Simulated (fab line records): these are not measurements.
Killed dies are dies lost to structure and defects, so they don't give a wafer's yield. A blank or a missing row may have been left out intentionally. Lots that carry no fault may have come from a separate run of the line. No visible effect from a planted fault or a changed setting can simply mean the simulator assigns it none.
Comparing a struck lot with a sound one || flow nand_harc || 22 out of 1159 route steps
Sound: wafers L839.2, L839.3, L839.5. Struck: wafers L847.2, L847.3, L847.6. Last of all comes the cause.
At each step with rows: each side's tool, then ch and its chambers, then its first start. Under that, the readings that differ: sound wafers || struck wafers || difference of the means || sigmas: that difference in standard deviations of wafers without a fault.
alike: words and numbers the same on both sides, and readings whose means are apart by under 2 such deviations; not compared: readings that were withheld, readings missing a value for some wafer, numbers with overlapping values and no deviation given by the record, and bounds like >300 which may hide the same value.
The two part at a step that has a row with sigmas, a row that says differs or no value, or rows on one side only. Non-overlapping numbers with no deviation appear without sigmas and do not part them. A reading that every wafer of one side lacks parts them only if that side has two wafers or more.

NHARC_A_BLC_CVD_24: deposits W, target thk 150 nm, time 434 s.
  sound: cvd_w-02 ch 0,1; struck: cvd_w-01 ch 0,1
  alike: heater_power_w, throttle_valve_pct
NHARC_A_BLC_CMP_25: polishes, t overpolish 30 s, target thk 150 nm.
  sound on cmp-02 ch 1,2,3, day 18 23:58; struck on cmp-02 ch 1,2, day 21 13:59
  alike: motor_current_A, overpolish_run_s, time_to_endpoint_s
next, for these wafers, 1 step has no rows: NHARC_A_BLC_SRD_27.
NHARC_A_BLC_INSPECT_28:
  struck on defect_inspect-02, day 21 14:23; sound on defect_inspect-02, day 19 00:20
  alike: raw_defect_count
then, 7 steps without rows for these wafers: NHARC_A_M0_DEP_00 (deposits SiOC, target thk 150 nm); NHARC_A_M0_DEHYDRATE_01 (time 120 s); NHARC_A_M0_HMDS_02 (time 30 s); NHARC_A_M0_COAT_33 (time 65 s); NHARC_A_M0_COAT_03 (resist thk 90 nm); NHARC_A_M0_SOFTBAKE_04 (time 55 s); NHARC_A_M0_EBR_05.
NHARC_A_M0_EXPOSE_06: exposes mask A M0, target cd 80 nm.
  sound on arfi_scanner-03 ch 0, day 19 00:58; struck on arfi_scanner-02 ch 0, day 21 15:09
{"reading": "exposure_dose_mJ_cm2", "sound": "84.3 84.2 84.3", "struck": "85.9 86.1 85.8", "difference": "+1.7", "sigmas": "+3"}
  alike: mask
then, 2 steps without rows for these wafers: NHARC_A_M0_PEB_07 (peb time 65 s); NHARC_A_M0_DEVELOP_08 (develop time 35 s).
NHARC_A_M0_CD_MEAS_09: the cd target is 80 nm.
  sound on cd_sem-03 ch 0, day 19 01:07; struck on cd_sem-01 ch 0, day 21 15:17
{"reading": "cd_nm (nm)", "sound": "79.8 79.2 78.7", "struck": "82.2 82.3 80.9", "difference": "+2.6", "sigmas": "+5"}
NHARC_A_M0_OVL_MEAS_10: pitch 160 nm.
  struck on overlay-01, day 21 15:22; sound on overlay-02, day 19 01:12
  alike: overlay_x_nm, overlay_y_nm
NHARC_A_M0_INSPECT_11:
  struck on defect_inspect-02, day 21 15:25; sound on defect_inspect-02, day 19 01:14
  alike: raw_defect_count
NHARC_A_M0_DESCUM_14: chemistry O2, time 3 s.
  sound on rie_diel-10 ch 1,2, day 19 01:18; struck on rie_diel-12 ch 0,2,3, day 21 15:29
{"reading": "oes_product_au (a.u.)", "sound": "1.017 1.016 1.008", "struck": "0.992 1.014 0.987", "difference": -0.016, "sigmas": -2}
{"reading": "model.A_M0.cd_nm (nm)", "sound": "79.92 79.69 78.91", "struck": "81.72 82.16 81.39", "difference": "+2.25", "sigmas": ""}
  alike: drypump_motor_current_A, rf_vpp_V, showerhead_plenum_p_Torr, throttle_valve_pct
  not compared: rf_hours_counter_h
NHARC_A_M0_ETCH_34: etches the open film in N2/H2, target depth 40 nm, overetch 12 nm, time 43.94 s.
  sound on rie_diel-10 ch 0,3, day 19 01:23; struck on rie_diel-12 ch 0,1,2, day 21 15:33
  alike: drypump_motor_current_A, oes_product_au, rf_vpp_V, showerhead_plenum_p_Torr, throttle_valve_pct
  not compared: rf_hours_counter_h
NHARC_A_M0_ETCH_15: etches the open film in C4F8/Ar, target depth 150 nm, overetch 15 nm, time 82.5 s.
  sound: rie_diel-10 ch 1,3; struck: rie_diel-12 ch 1,2
{"reading": "model.A_M0.cd_nm (nm)", "sound": "79.65 79.61 78.68", "struck": "81.8 82.26 81.37", "difference": "+2.5", "sigmas": ""}
  alike: oes_product_au, rf_vpp_V
  not compared: rf_hours_counter_h
NHARC_A_M0_CD_MEAS_16:
  struck on cd_sem-02, day 21 15:46; sound on cd_sem-03, day 19 01:36
{"reading": "cd_nm (nm)", "sound": "79.3 79.3 78.6", "struck": "81.6 82.5 81.4", "difference": "+2.8", "sigmas": "+4"}
NHARC_END_SORT_01:
  the record has rows for the sound wafers here (prober-02 ch 0, day 20 22:35) and none for the struck ones

WHERE THEY PART
First at NHARC_A_M0_EXPOSE_06; last, within this record, at NHARC_END_SORT_01.

WHY: what the simulator had put in
Drift in process parameters on arfi_scanner-02 at NHARC_A_M0_EXPOSE_06, starting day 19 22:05. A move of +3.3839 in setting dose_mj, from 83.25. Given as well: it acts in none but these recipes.
